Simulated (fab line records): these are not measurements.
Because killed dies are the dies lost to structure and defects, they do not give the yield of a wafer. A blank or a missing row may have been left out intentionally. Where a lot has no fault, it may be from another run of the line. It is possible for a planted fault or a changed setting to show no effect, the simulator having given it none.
Comparing a struck lot with a sound one + flow nand_harc + 14 out of 1302 route steps
Sound: wafers L759.1, L759.5, L759.6. Wafers L765.1, L765.2, L765.5 were the ones struck. Last of all comes the cause.
For every step that has rows: the tool of each side, followed by ch and its chambers, followed by its first start. Under that, the readings that differ: sound wafers + struck wafers + difference of the means + sigmas: that difference in standard deviations of wafers without a fault.
alike: words and numbers the same on both sides, and readings whose means are apart by under 2 such deviations; not compared: readings that were withheld, readings missing a value for some wafer, numbers with overlapping values and no deviation given by the record, and bounds like >300 which may hide the same value.
A row with sigmas, a row that says differs or no value, or rows on one side alone: a step with any of these is where the two part. Non-overlapping numbers with no deviation appear without sigmas and do not part them. A reading that every wafer of one side lacks parts them only if that side has two wafers or more.

NHARC_P_GATE_INSPECT_28:
  sound on defect_inspect-01 at day 5 04:06; struck on defect_inspect-01 at day 7 10:28
  alike: raw_defect_count
then, 1 step without rows for these wafers: NHARC_P_GATE_DESCUM_31 (chemistry O2, time 3 s).
NHARC_P_GATE_ETCH_104: etches the open film in CF4/CHF3, target depth 60 nm.
  sound on rie_diel-08 ch 0,1,2, day 5 04:16; struck on rie_diel-11 ch 0,1,3, day 7 10:37
  alike: chamber_pressure_mTorr, drypump_motor_current_A, oes_product_au, rf_vpp_V, showerhead_plenum_p_Torr, throttle_valve_pct
NHARC_P_GATE_HM_OPEN_105: chemistry O2/COS, target depth 360 nm.
  sound on rie_diel-08 ch 0,1,2; struck on rie_diel-11 ch 0,1,2
  alike: chamber_pressure_mTorr, drypump_motor_current_A, oes_product_au, rf_vpp_V, showerhead_plenum_p_Torr, throttle_valve_pct
  not compared: rf_hours_counter_h
then, 1 step without rows for these wafers: NHARC_P_GATE_STRIP_106 (strips in O2/COS).
NHARC_P_GATE_ETCH_114: etches the open film in CF4/O2, target depth 30 nm, overetch 3 nm, time 16.5 s.
  sound on rie_diel-08 ch 0,1,3; struck on rie_diel-11 ch 0,2,3
  alike: chamber_pressure_mTorr, drypump_motor_current_A, oes_f_703_au, oes_product_au, rf_vpp_V, showerhead_plenum_p_Torr, throttle_valve_pct
  not compared: rf_hours_counter_h
then, 1 step without rows for these wafers: NHARC_P_GATE_ETCH_32 (etches the open film in HBr/Cl2, target depth 150 nm, time 100.1 s).
NHARC_P_GATE_STRIP_108: strips in O2.
  sound on rie_diel-11 ch 0,1,3, day 5 04:49; struck on rie_diel-11 ch 2,3, day 7 11:08
  alike: chamber_pressure_mTorr, drypump_motor_current_A, oes_product_au, rf_vpp_V, showerhead_plenum_p_Torr, throttle_valve_pct
  not compared: rf_hours_counter_h
NHARC_P_GATE_CD_MEAS_33:
  sound on cd_sem-01 at day 5 04:58; struck on cd_sem-01 at day 7 11:19
  alike: cd_nm
then, 3 steps without rows for these wafers: NHARC_P_GATE_STRIP_35 (strips in SPM, time 600 s); NHARC_P_GATE_PRECLEAN_73 (cleans in SC1); NHARC_P_GATE_SRD_74.
NHARC_P_GATE_ALD_36: deposits SiNx, target thk 20 nm, pulse time 60 s, ald cycles 223.
  sound on ald_sin-04 ch 1,2,3, day 5 07:32; struck on ald_sin-04 ch 0,2, day 7 12:50
| reading    | sound       | struck      | difference | sigmas |
|------------|-------------|-------------|------------|--------|
| ald_cycles | 223 223 223 | 213 213 213 | -10        |        |
  alike: heater_power_w, precursor_pulse_height_rel
NHARC_P_GATE_ETCHBACK_37: etches the open film in CHF3/O2, target depth 34.5 nm, time 17.2 s.
  sound on rie_diel-11 ch 1,2,3; struck on rie_diel-06 ch 0,1,2
  alike: chamber_pressure_mTorr, drypump_motor_current_A, oes_product_au, rf_vpp_V, showerhead_plenum_p_Torr, throttle_valve_pct
  not compared: rf_hours_counter_h

WHERE THEY PART
Nowhere in this record.

WHY: the cause the simulator had injected
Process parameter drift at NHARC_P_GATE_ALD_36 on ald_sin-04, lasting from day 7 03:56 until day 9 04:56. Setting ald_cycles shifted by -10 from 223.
